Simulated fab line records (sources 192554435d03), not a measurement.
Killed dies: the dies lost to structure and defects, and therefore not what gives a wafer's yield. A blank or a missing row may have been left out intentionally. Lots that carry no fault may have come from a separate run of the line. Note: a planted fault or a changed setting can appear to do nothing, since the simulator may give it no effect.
fab line records ; flow n5-finfet
record lots=7; wafers=21
route steps=1938 shown ZERO_LAYER@4 FIN_SAQP@104 DUMMY_GATE@237 SD_EPI_N@288 SD_EPI_P@321 SDB@348
start-h: the number of hours between the record's first day and the start of the first shown wafer of the lot ; wait-h: hours since the lot's step before ; " unchanged from the row above ; L1.1+2: a single row standing in for several wafers ; - value missing, or start not given ; * or withheld: withheld ; < > ~ a bound
route shown NAME@n: names a module that has steps shown in the file, with the first one's number in the route ; usual: mean and standard deviation over wafers with no fault ; same: alike in all rows ; chamber/n: place in a boat ; sites: each site's reading ; _std_site: their standard deviation ; _edge_site: the outer-site mean with the inner-site mean subtracted ; radius-mm: how far each site lies from the wafer's centre ; mask NAME#n: copy n ; behind: the last tool/chamber to shape the wafer ; hold: cause of the lot's hold/its duration in hours/its outcome ; device: transistor that didn't switch, given as n, p or np ; end of line: tests run on the same wafers once the route is complete ; a step given without rows: its recipe and nothing more ; killed: at the first sort, the dies lost to defects and structure; wafer yield is something else ; map: dies across one wafer; x = killed, . = not, _ = none there
set.NAME: the setting as run; set.NAME@STEP: as run at that earlier step ; model.NAME: the simulator's own value behind a step, which no gauge read
lots whose settings were changed on purpose; a table a step, a row a wafer
## steps
# step N5_ZERO_LAYER_PECVD_02
# recipe material=SiO2; target-thk-a=100; temp-c=400; precursor=SiH4/N2O; pressure-torr=0.75; rf-w=275; time-s=6
lot.wafer;tool;chamber;start-h;wait-h;set.time-s;model.SiO2_of_ZERO_LAYER_PECVD_02.thk-nm
L080.1;pecvd-04;1;48.28;0.0;6.688;11.26
L080.2;pecvd-04;0;48.28;0.0;6.688;10.9
L080.4;pecvd-04;2;48.28;0.0;6.688;11.4
L084.2;pecvd-01;1;72.33;0.1;6;9.914
L084.4;pecvd-01;1;72.33;0.1;6;10.1
L084.5;pecvd-01;2;72.33;0.1;6;9.849
L085.2;pecvd-02;2;78.28;0.0;6;10.02
L085.5;pecvd-02;1;78.28;0.0;6;9.871
L085.6;pecvd-02;2;78.28;0.0;6;10.11
L090.2;pecvd-01;0;108.30;0.0;6;9.906
L090.4;pecvd-01;0;108.30;0.0;5.414;8.96
L090.5;pecvd-01;1;108.30;0.0;5.414;9.073
L093.1;pecvd-02;2;126.28;0.0;6;10.03
L093.3;pecvd-02;0;126.28;0.0;5.756;9.563
L093.6;pecvd-02;0;126.28;0.0;5.756;10.02
L094.1;pecvd-01;0;132.28;0.0;5.525;9.102
L094.4;pecvd-01;2;132.28;0.0;6;9.953
L094.5;pecvd-01;0;132.28;0.0;6;10.02
L095.1;pecvd-04;2;138.28;0.0;6;10.19
L095.2;pecvd-04;0;138.28;0.0;6;10.17
L095.4;pecvd-04;1;138.28;0.0;5.488;9.411
# step N5_ZERO_LAYER_COAT_05
# recipe spin-rpm=1500; resist-thk-nm=1000
lot.wafer;tool;chamber;start-h;wait-h;set.spin-rpm;model.coat_of_ZERO_LAYER_COAT_05.thk-nm
L080.1;litho-track-05;0;-;-;1500;999.6
L080.2+4;litho-track-05;0;-;-;1500;1003
L084.2;litho-track-05;0;-;-;1500;996.1
L084.4;litho-track-05;0;-;-;1500;996.8
L084.5;litho-track-05;0;-;-;1500;1000
L085.2;litho-track-03;0;-;-;1500;994.5
L085.5;litho-track-03;0;-;-;1500;997.4
L085.6;litho-track-03;0;-;-;1500;998.5
L090.2;litho-track-03;0;-;-;1500;997.9
L090.4;litho-track-03;0;-;-;1447;1016
L090.5;litho-track-03;0;-;-;1500;1000
L093.1;litho-track-04;0;-;-;1576;975.3
L093.3;litho-track-04;0;-;-;1576;975.9
L093.6;litho-track-04;0;-;-;1500;998.8
L094.1;litho-track-05;0;-;-;1500;999.2
L094.4;litho-track-05;0;-;-;1500;1001
L094.5;litho-track-05;0;-;-;1500;999.4
L095.1;litho-track-03;0;-;-;1500;1001
L095.2;litho-track-03;0;-;-;1638;955.8
L095.4;litho-track-03;0;-;-;1500;1003
# step N5_ZERO_LAYER_EXPOSE_08
# recipe mask-id=ZERO; na=0.55; source-shape=conventional; sigma-outer=0.8; polarization=unpolarized; defocus-nm=0; target-cd-nm=2000; dose-mj=16.2
lot.wafer;tool;chamber;start-h;wait-h;mask;set.dose-mj
L080.1+2;krf-scanner-02;0;48.46;-;ZERO#0;15.43
L080.4;krf-scanner-02;0;48.46;-;ZERO#0;16.2
L084.2+5;krf-scanner-01;0;72.52;-;ZERO#0;16.67
L084.4;krf-scanner-01;0;72.52;-;ZERO#0;16.2
L085.2+5+6;krf-scanner-01;0;78.47;-;ZERO#0;16.2
L090.2+5;krf-scanner-02;0;108.49;-;ZERO#0;16.2
L090.4;krf-scanner-02;0;108.49;-;ZERO#0;15.06
L093.1+3+6;krf-scanner-02;0;126.59;-;ZERO#0;16.2
L094.1+4;krf-scanner-02;0;132.46;-;ZERO#0;16.2
L094.5;krf-scanner-02;0;132.46;-;ZERO#0;15.83
L095.1+2+4;krf-scanner-02;0;138.46;-;ZERO#0;16.2
# step N5_ZERO_LAYER_PEB_09
# recipe peb-temp-c=withheld; peb-time-s=*
# step N5_ZERO_LAYER_DEVELOP_10
# recipe develop-time-s=60; rinse-liquid=diw; dry=air-spin; dev-temp-c=21
# step N5_ZERO_LAYER_DESCUM_16
# recipe chemistry=O2; time-s=7.9; source-power-w=50; bias-power-w=20; pressure-mtorr=20; rf-frequency-hz=2.712e+07; temp-c=40; o2-flow-sccm=225
# step N5_ZERO_LAYER_ETCH_17
# recipe chemistry=CF4; target=SiO2; target-depth-a=120; time-s=13.3; ion-energy-ev=350; pressure-mtorr=40; source-w=450; bias-w=215; Ar_flow_sccm=100; cf4-flow-sccm=100
lot.wafer;tool;chamber;start-h;wait-h;set.spin-rpm@ZERO_LAYER_COAT_05;model.coat_of_ZERO_LAYER_COAT_05.thk-nm
L080.1;rie-diel-04;2;48.71;0.0;1500;970.3
L080.2;rie-diel-04;3;48.71;0.0;1500;973.4
L080.4;rie-diel-04;0;48.71;0.0;1500;973.3
L084.2;rie-diel-04;3;73.11;0.0;1500;966.2
L084.4;rie-diel-04;1;73.11;0.0;1500;968.1
L084.5;rie-diel-04;2;73.11;0.0;1500;971.2
L085.2;rie-diel-03;3;78.71;0.0;1500;965.2
L085.5;rie-diel-03;1;78.71;0.0;1500;967.4
L085.6;rie-diel-03;0;78.71;0.0;1500;968.2
L090.2;rie-diel-04;0;108.78;0.0;1500;968.2
L090.4;rie-diel-04;2;108.78;0.0;1447;986.9
L090.5;rie-diel-04;3;108.78;0.0;1500;970.7
L093.1;rie-diel-04;1;126.84;0.0;1576;946.8
L093.3;rie-diel-04;0;126.84;0.0;1576;946.3
L093.6;rie-diel-04;0;126.84;0.0;1500;969.1
L094.1;rie-diel-04;3;132.71;0.0;1500;969.4
L094.4;rie-diel-04;2;132.71;0.0;1500;971.7
L094.5;rie-diel-04;0;132.71;0.0;1500;969.6
L095.1;rie-diel-06;3;138.71;0.0;1500;971.1
L095.2;rie-diel-06;2;138.71;0.0;1638;926.6
L095.4;rie-diel-06;1;138.71;0.0;1500;972.5
# step N5_ZERO_LAYER_ETCH_18
# recipe chemistry=HBr/Cl2; target=Si; target-depth-a=1200; time-s=40; pressure-mtorr=10; icp-w=800; bias-w=75; HBr_flow_sccm=150; Cl2_flow_sccm=80
# step N5_ZERO_LAYER_STRIP_24
# recipe chemistry=O2; power-w=1000; temp-c=250; overash-fraction=0.3; pressure-mtorr=1000; o2-flow-sccm=6750
# usual strip-time-to-endpoint-s=43.82/0.1
lot.wafer;tool;chamber;start-h;wait-h;set.spin-rpm@ZERO_LAYER_COAT_05;strip-time-to-endpoint-s
L080.1;plasma-asher-02;0;48.89;0.1;1500;43.87
L080.2;plasma-asher-02;1;48.89;0.1;1500;43.94
L080.4;plasma-asher-02;0;48.89;0.1;1500;43.99
L084.2;plasma-asher-01;1;73.29;0.1;1500;43.69
L084.4;plasma-asher-01;1;73.29;0.1;1500;43.72
L084.5;plasma-asher-01;0;73.29;0.1;1500;43.85
L085.2;plasma-asher-02;0;78.89;0.1;1500;43.73
L085.5;plasma-asher-02;1;78.89;0.1;1500;43.78
L085.6;plasma-asher-02;0;78.89;0.1;1500;43.75
L090.2;plasma-asher-01;1;108.96;0.1;1500;43.80
L090.4;plasma-asher-01;1;108.96;0.1;1447;44.32
L090.5;plasma-asher-01;0;108.96;0.1;1500;43.88
L093.1;plasma-asher-01;0;127.02;0.1;1576;43.13
L093.3;plasma-asher-01;0;127.02;0.1;1576;43.13
L093.6;plasma-asher-01;0;127.02;0.1;1500;43.81
L094.1;plasma-asher-01;0;132.89;0.1;1500;43.77
L094.4;plasma-asher-01;0;132.89;0.1;1500;43.85
L094.5;plasma-asher-01;1;132.89;0.1;1500;43.79
L095.1;plasma-asher-02;1;138.89;0.1;1500;43.88
L095.2;plasma-asher-02;0;138.89;0.1;1638;42.56
L095.4;plasma-asher-02;1;138.89;0.1;1500;43.92
# step N5_FIN_SAQP_COAT_50
# recipe resist=SiARC; temp-c=220; time-s=60; spin-rpm=1500; resist-thk-nm=35
lot.wafer;tool;chamber;start-h;wait-h;set.spin-rpm;model.SiARC_of_FIN_SAQP_COAT_50.thk-nm
L080.1;litho-track-03;0;-;-;1381;36.42
L080.2;litho-track-03;0;-;-;1500;34.88
L080.4;litho-track-03;0;-;-;1381;36.27
L084.2;litho-track-03;0;-;-;1413;36.25
L084.4;litho-track-03;0;-;-;1413;36.19
L084.5;litho-track-03;0;-;-;1500;35.03
L085.2;litho-track-03;0;-;-;1500;35.07
L085.5;litho-track-03;0;-;-;1500;35.06
L085.6;litho-track-03;0;-;-;1500;35.08
L090.2;litho-track-03;0;-;-;1500;35
L090.4;litho-track-03;0;-;-;1500;34.94
L090.5;litho-track-03;0;-;-;1434;35.57
L093.1;litho-track-04;0;-;-;1610;33.84
L093.3;litho-track-04;0;-;-;1610;33.77
L093.6;litho-track-04;0;-;-;1500;35.08
L094.1;litho-track-03;0;-;-;1365;36.65
L094.4;litho-track-03;0;-;-;1500;35.01
L094.5;litho-track-03;0;-;-;1365;36.68
L095.1;litho-track-01;0;-;-;1500;35.03
L095.2;litho-track-01;0;-;-;1590;33.97
L095.4;litho-track-01;0;-;-;1590;33.96
# step N5_FIN_SAQP_EXPOSE_13
# recipe mask-id=FIN_CORE; na=1.35; source-shape=dipole; sigma-inner=0.538; sigma-outer=0.738; polarization=te; target-cd-nm=35.6; dose-mj=63.25
lot.wafer;tool;chamber;start-h;wait-h;mask;set.dose-mj
L080.1;arfi-scanner-01;0;58.91;-;FIN_CORE#0;63.25
L080.2+4;arfi-scanner-01;0;58.91;-;FIN_CORE#0;60.71
L084.2+5;arfi-scanner-03;0;81.72;-;FIN_CORE#0;63.25
L084.4;arfi-scanner-03;0;81.72;-;FIN_CORE#0;64.56
L085.2+5+6;arfi-scanner-02;0;87.48;-;FIN_CORE#0;63.25
L090.2;arfi-scanner-03;0;117.12;-;FIN_CORE#0;59.07
L090.4+5;arfi-scanner-03;0;117.12;-;FIN_CORE#0;63.25
L093.1;arfi-scanner-01;0;135.36;-;FIN_CORE#0;59.69
L093.3+6;arfi-scanner-01;0;135.36;-;FIN_CORE#0;63.25
L094.1+4+5;arfi-scanner-02;0;141.08;-;FIN_CORE#0;63.25
L095.1+2+4;arfi-scanner-01;0;147.95;-;FIN_CORE#0;63.25
# step N5_FIN_SAQP_PEB_14
# recipe peb-temp-c=withheld; peb-time-s=60; resist=CAR-ArF
# step N5_FIN_SAQP_DEVELOP_15
# recipe develop-time-s=30; developer=TMAH; resist=CAR-ArF; dev-temp-c=23; rinse-liquid=diw; dry=air-spin
# step N5_FIN_SAQP_DESCUM_21
# recipe chemistry=O2; time-s=7.9; source-power-w=50; bias-power-w=20; pressure-mtorr=20; rf-frequency-hz=2.712e+07; temp-c=40; resist=CAR-ArF; o2-flow-sccm=225
# step N5_FIN_SAQP_ETCH_51
# recipe chemistry=CF4; target=SiARC; target-depth-a=455; mask-material=CAR-ArF; time-s=75.8; ion-energy-ev=80; pressure-mtorr=40; source-w=545; bias-w=36; Ar_flow_sccm=100; cf4-flow-sccm=100; ends=cleared
lot.wafer;tool;chamber;start-h;wait-h;set.spin-rpm@FIN_SAQP_COAT_50;model.etch.depth-nm;model.CAR-ArF_of_FIN_SAQP_COAT_10.thk-nm
L080.1;rie-diel-01;0;59.26;0.0;1381;36.42;48.99
L080.2;rie-diel-01;1;59.26;0.0;1500;34.88;50.82
L080.4;rie-diel-01;2;59.26;0.0;1381;36.27;49.32
L084.2;rie-diel-05;0;82.37;0.0;1413;36.25;49.66
L084.4;rie-diel-05;3;82.37;0.0;1413;36.19;49.85
L084.5;rie-diel-05;3;82.37;0.0;1500;35.03;50.5
L085.2;rie-diel-05;2;87.81;0.0;1500;35.07;50.91
L085.5;rie-diel-05;0;87.81;0.0;1500;35.06;50.48
L085.6;rie-diel-05;1;87.81;0.0;1500;35.08;50.66
L090.2;rie-diel-01;2;117.43;0.0;1500;35;50.92
L090.4;rie-diel-01;3;117.43;0.0;1500;34.94;50.68
L090.5;rie-diel-01;2;117.43;0.0;1434;35.57;50.41
L093.1;rie-diel-01;1;135.62;0.0;1610;33.84;51.84
L093.3;rie-diel-01;2;135.62;0.0;1610;33.77;51.76
L093.6;rie-diel-01;1;135.62;0.0;1500;35.08;50.51
L094.1;rie-diel-01;0;141.48;0.0;1365;36.65;49.57
L094.4;rie-diel-01;1;141.48;0.0;1500;35.01;51.1
L094.5;rie-diel-01;0;141.48;0.0;1365;36.68;49.67
L095.1;rie-diel-02;1;148.21;0.0;1500;35.03;50.71
L095.2;rie-diel-02;3;148.21;0.0;1590;33.97;51.89
L095.4;rie-diel-02;2;148.21;0.0;1590;33.96;51.81
# step N5_FIN_SAQP_ETCH_52
# recipe chemistry=N2/H2; target=SOC; target-depth-a=1000; overetch-a=200; mask-material=SiARC; temp-c=40; time-s=150; ion-energy-ev=200; pressure-mtorr=30; source-w=840; bias-w=150; n2-flow-sccm=200; h2-flow-sccm=200; ends=end-point
lot.wafer;tool;chamber;start-h;wait-h;set.spin-rpm@FIN_SAQP_COAT_50;model.SiARC_of_FIN_SAQP_COAT_50.thk-nm
L080.1;rie-diel-01;0;59.32;0.0;1381;30.33
L080.2;rie-diel-01;1;59.32;0.0;1500;29.29
L080.4;rie-diel-01;2;59.32;0.0;1381;30.7
L084.2;rie-diel-05;0;82.43;0.0;1413;29.79
L084.4;rie-diel-05;3;82.43;0.0;1413;30.17
L084.5;rie-diel-05;3;82.43;0.0;1500;28.97
L085.2;rie-diel-05;2;87.86;0.0;1500;29.51
L085.5;rie-diel-05;0;87.86;0.0;1500;28.59
L085.6;rie-diel-05;1;87.86;0.0;1500;28.93
L090.2;rie-diel-01;2;117.48;0.0;1500;29.45
L090.4;rie-diel-01;3;117.48;0.0;1500;29.32
L090.5;rie-diel-01;2;117.48;0.0;1434;30.02
L093.1;rie-diel-01;1;135.68;0.0;1610;27.94
L093.3;rie-diel-01;2;135.68;0.0;1610;28.24
L093.6;rie-diel-01;1;135.68;0.0;1500;29.17
L094.1;rie-diel-01;0;141.53;0.0;1365;30.65
L094.4;rie-diel-01;1;141.53;0.0;1500;29.14
L094.5;rie-diel-01;0;141.53;0.0;1365;30.66
L095.1;rie-diel-02;1;148.26;0.0;1500;29.7
L095.2;rie-diel-02;3;148.26;0.0;1590;27.68
L095.4;rie-diel-02;2;148.26;0.0;1590;28.41
# step N5_FIN_SAQP_SPACER1_ALD_24
# recipe material=SiO2; target-thk-a=203; temp-c=300; ald-precursor-family=BDEAS; ald-co-reactant=O2-plasma; pulse-time-s=1; purge-time-s=2; co-reactant-purge-time-s=2; ald-cycles=218; pressure-torr=2
lot.wafer;tool;chamber;start-h;wait-h;set.temp-c;model.SiO2_of_FIN_SAQP_SPACER1_ALD_24.thk-nm
L080.1+2;ald-sin-02;1,0;60.62;0.3;287.8;21.4
L080.4;ald-sin-02;2;60.62;0.3;287.8;21.2
L084.2+5;ald-sin-03;2;83.43;0.3;300;20.2
L084.4;ald-sin-03;0;83.43;0.3;290.5;21
L085.2+5+6;ald-sin-02;2,2,3;88.86;0.3;300;20.4
L090.2;ald-sin-04;0;119.18;0.7;300;20.4
L090.4;ald-sin-04;1;119.18;0.7;293.3;20.8
L090.5;ald-sin-04;1;119.18;0.7;293.3;21
L093.1;ald-sin-03;2;136.97;0.6;310.7;19.8
L093.3;ald-sin-03;3;136.97;0.6;300;20.4
L093.6;ald-sin-03;1;136.97;0.6;310.7;20
L094.1+5;ald-sin-02;0,3;143.20;0.9;300;20.2
L094.4;ald-sin-02;2;143.20;0.9;308.5;19.8
L095.1+2;ald-sin-04;1,3;149.26;0.3;300;20.4
L095.4;ald-sin-04;2;149.26;0.3;310.9;20
# step N5_DUMMY_GATE_ETCH_37
# recipe chemistry=N2/H2; target=SOC; target-depth-a=600; overetch-a=300; temp-c=40; ion-energy-ev=200; pressure-mtorr=30; source-w=840; bias-w=150; n2-flow-sccm=200; h2-flow-sccm=200
# usual rf-vpp-V=522.8/2.8
lot.wafer;tool;chamber;start-h;wait-h;set.source-w;rf-vpp-V
L080.1;rie-diel-04;3;84.45;0.0;840;519.5
L080.2;rie-diel-04;0;84.45;0.0;840;521.5
L080.4;rie-diel-04;2;84.45;0.0;840;525.5
L084.2;rie-diel-06;0;108.36;0.0;840;521.1
L084.4;rie-diel-06;3;108.36;0.0;840;521.7
L084.5;rie-diel-06;3;108.36;0.0;840;521.4
L085.2;rie-diel-04;1;112.72;0.0;840;525.3
L085.5;rie-diel-04;1;112.72;0.0;840;527.6
L085.6;rie-diel-04;0;112.72;0.0;840;521.0
L090.2;rie-diel-04;1;144.41;0.0;986.1;498.6
L090.4;rie-diel-04;3;144.41;0.0;840;517.9
L090.5;rie-diel-04;0;144.41;0.0;840;521.7
L093.1;rie-diel-03;0;161.15;0.0;840;524.6
L093.3;rie-diel-03;3;161.15;0.0;840;519.4
L093.6;rie-diel-03;0;161.15;0.0;840;525.1
L094.1;rie-diel-04;0;168.10;0.0;840;520.8
L094.4;rie-diel-04;3;168.10;0.0;975.3;492.8
L094.5;rie-diel-04;3;168.10;0.0;975.3;492.6
L095.1;rie-diel-03;1;171.66;0.0;840;520.2
L095.2;rie-diel-03;3;171.66;0.0;878.9;512.6
L095.4;rie-diel-03;2;171.66;0.0;840;522.8
# step N5_DUMMY_GATE_ETCH_31
# recipe chemistry=C4F6/O2; target=SiO2; mask-material=SOC; target-depth-a=825; time-s=27.5; ion-energy-ev=250; pressure-mtorr=30; source-w=345; bias-w=185; Ar_flow_sccm=300; C4F6_flow_sccm=10; O2_flow_sccm=10
lot.wafer;tool;chamber;start-h;wait-h;set.target-depth-a;model.etch.depth-nm
L080.1;rie-diel-03;1;84.73;0.0;825;83.61
L080.2;rie-diel-03;0;84.73;0.0;901.3;93.9
L080.4;rie-diel-03;2;84.73;0.0;825;81.77
L084.2;rie-diel-06;1;108.64;0.0;825;84.19
L084.4;rie-diel-06;2;108.64;0.0;902.5;89
L084.5;rie-diel-06;1;108.64;0.0;825;84.61
L085.2;rie-diel-04;2;113.08;0.0;825;81.3
L085.5;rie-diel-04;0;113.08;0.0;825;82.61
L085.6;rie-diel-04;3;113.08;0.0;825;82.23
L090.2;rie-diel-04;2;144.69;0.0;825;82.52
L090.4;rie-diel-04;0;144.69;0.0;825;82.97
L090.5;rie-diel-04;2;144.69;0.0;825;82.33
L093.1;rie-diel-03;2;161.43;0.0;727.4;71.91
L093.3;rie-diel-03;1;161.43;0.0;727.4;73.2
L093.6;rie-diel-03;0;161.43;0.0;727.4;75.64
L094.1;rie-diel-06;1;168.37;0.0;866.1;88.68
L094.4;rie-diel-06;3;168.37;0.0;825;84.08
L094.5;rie-diel-06;3;168.37;0.0;825;83.56
L095.1;rie-diel-06;1;171.94;0.0;825;82.71
L095.2;rie-diel-06;3;171.94;0.0;851.2;85.8
L095.4;rie-diel-06;2;171.94;0.0;851.2;83.91
# step N5_SD_EPI_N_EPI_21
# recipe material=Si:P; dopant=P; temp-c=680; pressure-torr=255; time-s=690
lot.wafer;tool;chamber;start-h;wait-h;set.time-s;model.Si-P_of_SD_EPI_N_EPI_21.thk-nm
L080.1;epi-rpcvd-01;0;88.89;0.1;690;58.4
L080.2;epi-rpcvd-01;0;88.89;0.1;690;57.8
L080.4;epi-rpcvd-01;0;88.89;0.1;690;58.6
L084.2;epi-rpcvd-03;0;113.91;0.4;777.2;64.2
L084.4;epi-rpcvd-03;0;113.91;0.4;777.2;64
L084.5;epi-rpcvd-03;0;113.91;0.4;690;59.8
L085.2;epi-rpcvd-03;0;118.70;0.5;690;58.8
L085.5;epi-rpcvd-03;0;119.82;1.5;690;59.4
L085.6;epi-rpcvd-03;0;119.82;1.5;690;59.8
L090.2;epi-rpcvd-01;0;149.63;0.7;690;59
L090.4;epi-rpcvd-01;0;150.63;1.6;690;58.4
L090.5;epi-rpcvd-01;0;150.63;1.6;560.6;51
L093.1;epi-rpcvd-01;0;168.15;0.2;787;64.6
L093.3;epi-rpcvd-01;0;168.15;0.2;690;58.6
L093.6;epi-rpcvd-01;0;170.02;1.9;787;64.2
L094.1;epi-rpcvd-02;0;172.07;0.1;690;60
L094.4;epi-rpcvd-02;0;172.07;0.1;690;59.4
L094.5;epi-rpcvd-02;0;172.07;0.1;690;58.8
L095.1;epi-rpcvd-03;0;176.59;0.1;609.2;54.6
L095.2;epi-rpcvd-03;0;176.59;0.1;609.2;55
L095.4;epi-rpcvd-03;0;176.59;0.1;690;59.8
# step N5_SD_EPI_N_EPI_MEAS_23
# recipe mode=xrd
# usual thk-nm=59.0/1.2
lot.wafer;tool;chamber;start-h;wait-h;set.time-s@SD_EPI_N_EPI_21;thk-nm
L080.1;film-metro-02;-;90.60;1.4;690;58.7
L080.2;film-metro-02;-;90.60;1.4;690;58.7
L080.4;film-metro-02;-;90.60;1.4;690;57.1
L084.2;film-metro-01;-;115.36;1.2;777.2;64.1
L084.4;film-metro-01;-;115.36;1.2;777.2;63.1
L084.5;film-metro-01;-;115.36;1.2;690;61.3
L085.2;film-metro-02;-;120.61;1.5;690;57.5
L085.5;film-metro-02;-;120.61;1.5;690;59.3
L085.6;film-metro-02;-;120.61;1.5;690;61.0
L090.2;film-metro-02;-;152.16;2.0;690;58.3
L090.4;film-metro-02;-;152.16;2.0;690;58.1
L090.5;film-metro-02;-;152.16;2.0;560.6;49.5
L093.1;film-metro-02;-;170.43;1.9;787;62.8
L093.3;film-metro-02;-;170.43;1.9;690;58.8
L093.6;film-metro-02;-;170.43;1.9;787;64.7
L094.1;film-metro-01;-;173.78;1.4;690;59.0
L094.4;film-metro-01;-;173.78;1.4;690;61.7
L094.5;film-metro-01;-;173.78;1.4;690;58.6
L095.1;film-metro-02;-;178.31;1.5;609.2;55.0
L095.2;film-metro-02;-;178.31;1.5;609.2;54.9
L095.4;film-metro-02;-;178.31;1.5;690;59.6
# step N5_SD_EPI_N_PRECLEAN_49
# recipe chemistry=NF3:NH3; afs-cycles=1; temp-c=30; time-s=20; sublimation-temp-c=180; sublimation-time-s=60; pressure-torr=3; rf-power-w=30
lot.wafer;tool;chamber;start-h;wait-h;set.temp-c
L080.1+2;remote-plasma-01;1;90.70;0.0;32.63
L080.4;remote-plasma-01;1;90.70;0.0;30
L084.2+4+5;remote-plasma-01;1;115.49;0.1;27.67
L085.2+5+6;remote-plasma-02;0;120.77;0.1;30
L090.2+4+5;remote-plasma-02;0;152.29;0.1;30
L093.1;remote-plasma-02;1;170.54;0.0;32.23
L093.3+6;remote-plasma-02;1;170.54;0.0;30
L094.1+5;remote-plasma-02;1;173.89;0.0;31.53
L094.4;remote-plasma-02;1;173.89;0.0;30
L095.1+2+4;remote-plasma-01;0;178.41;0.0;30
# step N5_SD_EPI_N_LINER_46
# recipe material=SiNx; target-thk-a=30; temp-c=400; ald-precursor-family=SiH2I2; ald-co-reactant=N2/H2-plasma; pressure-torr=2
# step N5_SD_EPI_P_EPI_21
# recipe material=SiGe:B; dopant=B; temp-c=550; pressure-torr=20; ambient=H2; time-s=355
# step N5_SD_EPI_P_HM_STRIP_48
# recipe chemistry=H3PO4; temp-c=160; material=SiNx; target=SiNx; target-depth-a=30; overetch-fraction=0.3
lot.wafer;tool;chamber;start-h;wait-h;set.time-s@SD_EPI_N_EPI_21;model.Si-P_of_SD_EPI_N_EPI_21.thk-nm
L080.1;wet-bench-03;4;95.31;0.0;690;57.8
L080.2;wet-bench-03;5;95.31;0.0;690;57.2
L080.4;wet-bench-03;3;95.31;0.0;690;58
L084.2;wet-bench-06;7;120.10;0.0;777.2;63.4
L084.4;wet-bench-06;5;120.10;0.0;777.2;63.2
L084.5;wet-bench-06;1;120.10;0.0;690;59
L085.2;wet-bench-05;4;125.14;0.0;690;58
L085.5;wet-bench-05;1;125.14;0.0;690;58.8
L085.6;wet-bench-05;3;125.14;0.0;690;59
L090.2;wet-bench-03;4;157.10;0.0;690;58.2
L090.4;wet-bench-03;1;157.10;0.0;690;57.6
L090.5;wet-bench-03;2;157.10;0.0;560.6;50.4
L093.1;wet-bench-06;3;176.69;0.0;787;64
L093.3;wet-bench-06;7;176.69;0.0;690;58
L093.6;wet-bench-06;6;176.69;0.0;787;63.4
L094.1;wet-bench-03;2;178.41;0.0;690;59.4
L094.4;wet-bench-03;0;178.41;0.0;690;58.8
L094.5;wet-bench-03;5;178.41;0.0;690;58
L095.1;wet-bench-06;4;182.95;0.0;609.2;54
L095.2;wet-bench-06;0;182.95;0.0;609.2;54.4
L095.4;wet-bench-06;1;182.95;0.0;690;59
# step N5_SDB_COAT_03
# recipe resist=SOC; temp-c=250; time-s=60; spin-rpm=1500; resist-thk-nm=100
lot.wafer;tool;chamber;start-h;wait-h;set.spin-rpm;model.SOC_of_SDB_COAT_03.thk-nm
L080.1+4;litho-track-01;0;103.78;0.1;1438;102.2
L080.2;litho-track-01;0;103.78;0.1;1500;100
L084.2;litho-track-01;0;127.73;0.1;1559;98.2
L084.4;litho-track-01;0;127.73;0.1;1500;100.2
L084.5;litho-track-01;0;127.73;0.1;1500;100.4
L085.2+5+6;litho-track-03;0;133.34;0.1;1500;100
L090.2+5;litho-track-03;0;164.97;0.1;1446;102
L090.4;litho-track-03;0;164.97;0.1;1500;100.2
L093.1+3+6;litho-track-03;0;184.03;0.1;1500;100
L094.1;litho-track-04;0;185.77;0.1;1500;100
L094.4;litho-track-04;0;185.77;0.1;1457;101.6
L094.5;litho-track-04;0;185.77;0.1;1500;100.4
L095.1;litho-track-03;0;190.70;0.1;1500;99.4
L095.2;litho-track-03;0;190.70;0.1;1625;95.6
L095.4;litho-track-03;0;190.70;0.1;1625;95.4
## key
split step=N5_ZERO_LAYER_PECVD_02; setting=time-s; stated=6; by=wafer
response step=N5_ZERO_LAYER_PECVD_02; reading=model.SiO2_of_ZERO_LAYER_PECVD_02.thk-nm; change=+0.094; per=1%; r=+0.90
split step=N5_ZERO_LAYER_COAT_05; setting=spin-rpm; stated=1500; by=wafer
response step=N5_ZERO_LAYER_COAT_05; reading=model.coat_of_ZERO_LAYER_COAT_05.thk-nm; change=-4.89; per=1%; r=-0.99
response step=N5_ZERO_LAYER_ETCH_17; reading=model.coat_of_ZERO_LAYER_COAT_05.thk-nm; change=-4.82; per=1%; r=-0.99
response step=N5_ZERO_LAYER_STRIP_24; reading=strip-time-to-endpoint-s; change=*; per=1%; r=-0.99
split step=N5_ZERO_LAYER_EXPOSE_08; setting=dose-mj; stated=16.2; by=wafer
response none clear
split step=N5_FIN_SAQP_COAT_50; setting=spin-rpm; stated=1500; by=wafer
response step=N5_FIN_SAQP_COAT_50; reading=model.SiARC_of_FIN_SAQP_COAT_50.thk-nm; change=-0.18; per=1%; r=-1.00
response step=N5_FIN_SAQP_ETCH_51; reading=model.etch.depth-nm; change=-0.18; per=1%; r=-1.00
response step=N5_FIN_SAQP_ETCH_51; reading=model.CAR-ArF_of_FIN_SAQP_COAT_10.thk-nm; change=+0.17; per=1%; r=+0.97
response step=N5_FIN_SAQP_ETCH_52; reading=model.SiARC_of_FIN_SAQP_COAT_50.thk-nm; change=-0.174; per=1%; r=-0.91
split step=N5_FIN_SAQP_EXPOSE_13; setting=dose-mj; stated=63.25; by=wafer
response none clear
split step=N5_FIN_SAQP_SPACER1_ALD_24; setting=temp-c; stated=300; by=wafer
response step=N5_FIN_SAQP_SPACER1_ALD_24; reading=model.SiO2_of_FIN_SAQP_SPACER1_ALD_24.thk-nm; change=-0.164; per=1%; r=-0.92
split step=N5_DUMMY_GATE_ETCH_37; setting=source-w; stated=840; by=wafer
response step=N5_DUMMY_GATE_ETCH_37; reading=rf-vpp-V; change=-1.48; per=1%; r=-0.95
split step=N5_DUMMY_GATE_ETCH_31; setting=target-depth-a; stated=825; by=wafer
response step=N5_DUMMY_GATE_ETCH_31; reading=model.etch.depth-nm; change=+0.852; per=1%; r=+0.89
split step=N5_SD_EPI_N_EPI_21; setting=time-s; stated=690; by=wafer
response step=N5_SD_EPI_N_EPI_21; reading=model.Si-P_of_SD_EPI_N_EPI_21.thk-nm; change=+0.4; per=1%; r=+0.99
response step=N5_SD_EPI_N_EPI_MEAS_23; reading=thk-nm; change=*; per=1%; r=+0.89
response step=N5_SD_EPI_P_HM_STRIP_48; reading=model.Si-P_of_SD_EPI_N_EPI_21.thk-nm; change=+0.392; per=1%; r=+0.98
split step=N5_SD_EPI_N_PRECLEAN_49; setting=temp-c; stated=30; by=wafer
response none clear
split step=N5_SDB_COAT_03; setting=spin-rpm; stated=1500; by=wafer
response step=N5_SDB_COAT_03; reading=model.SOC_of_SDB_COAT_03.thk-nm; change=-0.49; per=1%; r=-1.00
